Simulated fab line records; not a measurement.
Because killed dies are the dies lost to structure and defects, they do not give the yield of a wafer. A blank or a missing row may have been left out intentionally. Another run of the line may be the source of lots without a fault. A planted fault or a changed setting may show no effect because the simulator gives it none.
A lot that was struck, set against a sound lot + flow n5_finfet + 16 out of 1938 route steps
Sound: wafers L232.1, L232.3, L232.5. Struck: wafers L233.1, L233.5, L233.6. At the end, the cause is stated.
Per side, at each step with rows, come the tool, then ch with its chambers, and then its first start. Under that, the readings that differ: sound wafers + struck wafers + difference of the means + sigmas: that difference in standard deviations of wafers without a fault.
alike: readings with means less than 2 such deviations apart, plus words and numbers identical on both sides. not compared: withheld readings, readings lacking a value on some wafer, bounds such as >300 that could conceal the same value, and numbers that have no deviation in the record and whose values overlap.
The two part at a step that has a row with sigmas, a row that says differs or no value, or rows on one side only. Numbers that don't overlap but have no deviation are shown without sigmas and don't part them. A reading that every wafer of one side lacks parts them only if that side has two wafers or more.

first, 9 steps without rows for these wafers: N5_DUMMY_GATE_COAT_09 (resist thk 30 nm); N5_DUMMY_GATE_EBR_11; N5_DUMMY_GATE_SOFTBAKE_10 (time 60 s); N5_DUMMY_GATE_EXPOSE_12 (exposes mask GATE, target cd 25 nm); N5_DUMMY_GATE_PEB_13 (peb time 60 s); N5_DUMMY_GATE_DEVELOP_14 (develop time 30 s); N5_DUMMY_GATE_DESCUM_20 (chemistry O2, time 6.2 s); N5_DUMMY_GATE_ETCH_29 (etches underlayer in N2/H2, target depth 13 nm); N5_DUMMY_GATE_ETCH_36 (etches SiARC in CF4, target depth 13 nm).
N5_DUMMY_GATE_ETCH_37: etches SOC in N2/H2, target depth 60 nm, overetch 30 nm.
  sound on rie_diel-02 ch 0,2,3, day 5 04:48; struck on rie_diel-01 ch 1,2,3, day 5 10:59
| reading                                       | sound       | struck    | difference | sigmas |
|-----------------------------------------------|-------------|-----------|------------|--------|
| model.SiARC_of_DUMMY_GATE_COAT_35.thk_nm (nm) | 5.2 5.2 4.8 | 3 2.8 3.6 | -2         |        |
  alike: chamber_pressure_mTorr, drypump_motor_current_A, oes_product_au, rf_vpp_V, showerhead_plenum_p_Torr, throttle_valve_pct
  not compared: rf_hours_counter_h
then, 2 steps without rows for these wafers: N5_DUMMY_GATE_STRIP_38 (strips in N2/H2); N5_DUMMY_GATE_STRIP_39 (strips in N2/H2).
N5_DUMMY_GATE_TRIM_49: chemistry O2, time 29 s, target cd 14 nm.
  sound on rie_si-03 ch 2,3, day 5 04:53; struck on rie_si-02 ch 0,1,2, day 5 11:04
| reading                     | sound        | struck         | difference | sigmas |
|-----------------------------|--------------|----------------|------------|--------|
| model.DUMMY_GATE.cd_nm (nm) | 14 14.2 13.4 | 12.6 12.6 12.8 | -1.2       |        |
  alike: chamber_pressure_mTorr, drypump_motor_current_A, oes_product_au, throttle_valve_pct
  not compared: rf_hours_counter_h
then, 1 step without rows for these wafers: N5_DUMMY_GATE_STRIP_40 (strips in CF4).
-- here the record skips 5 days between the struck wafers' starts before and after, leaving off in module DUMMY_GATE and picking up in module BEOL_M4 (first step shown: number 1111 of the route) --
N5_BEOL_M4_RC_MEAS_101:
  sound on prober-01 ch 0, day 10 02:05; struck on prober-02 ch 0, day 10 03:53
| reading        | sound          | struck         | difference | sigmas |
|----------------|----------------|----------------|------------|--------|
| DIBL_N (mV/V)  | 34.3 32.8 34.3 | 41.2 40.5 41.6 | +7.3       | +3     |
| DIBL_P (mV/V)  | 36.4 33.3 35.7 | 42.3 41.8 41.4 | +6.7       | +2     |
| IOFF_N (nA/um) | 0.15 0.11 0.14 | 0.24 0.22 0.27 | +0.11      | +3     |
| IOFF_P (nA/um) | 0.18 0.14 0.17 | 0.29 0.28 0.28 | +0.12      | +2     |
| SS_N (mV/dec)  | 71.6 70.3 71.0 | 73.0 73.0 73.6 | +2.2       | +3     |
| SS_P (mV/dec)  | 73.0 73.1 73.5 | 75.0 74.8 75.0 | +1.7       | +2     |
  alike: ION_N, ION_P, VT_N, VT_P
-- record jumps: 4 days separate the struck wafers' starts on either side; left off in module BEOL_M4, taken up again in module PASSIVATION, whose first shown step is the route's number 1936 --
N5_PASSIVATION_PROBE_49:
  sound on prober-01 at day 14 03:50; struck on prober-02 at day 14 14:23
  alike: defect_limited_yield, killed_at_M0_to_M3, killed_at_M4_up, killed_at_contacts, killed_at_front_end, killed_at_other, killed_dies, killed_open, killed_short, sort_bin_4_leakage, sort_bin_5_function, sort_bin_6_memory, sort_n_pass, sort_yield_pct

== WHERE THEY PART ==
N5_BEOL_M4_RC_MEAS_101 only, going by this record. Later steps at which nothing parts them and some readings are alike: N5_PASSIVATION_PROBE_49.

WHY: what had been put in by the simulator
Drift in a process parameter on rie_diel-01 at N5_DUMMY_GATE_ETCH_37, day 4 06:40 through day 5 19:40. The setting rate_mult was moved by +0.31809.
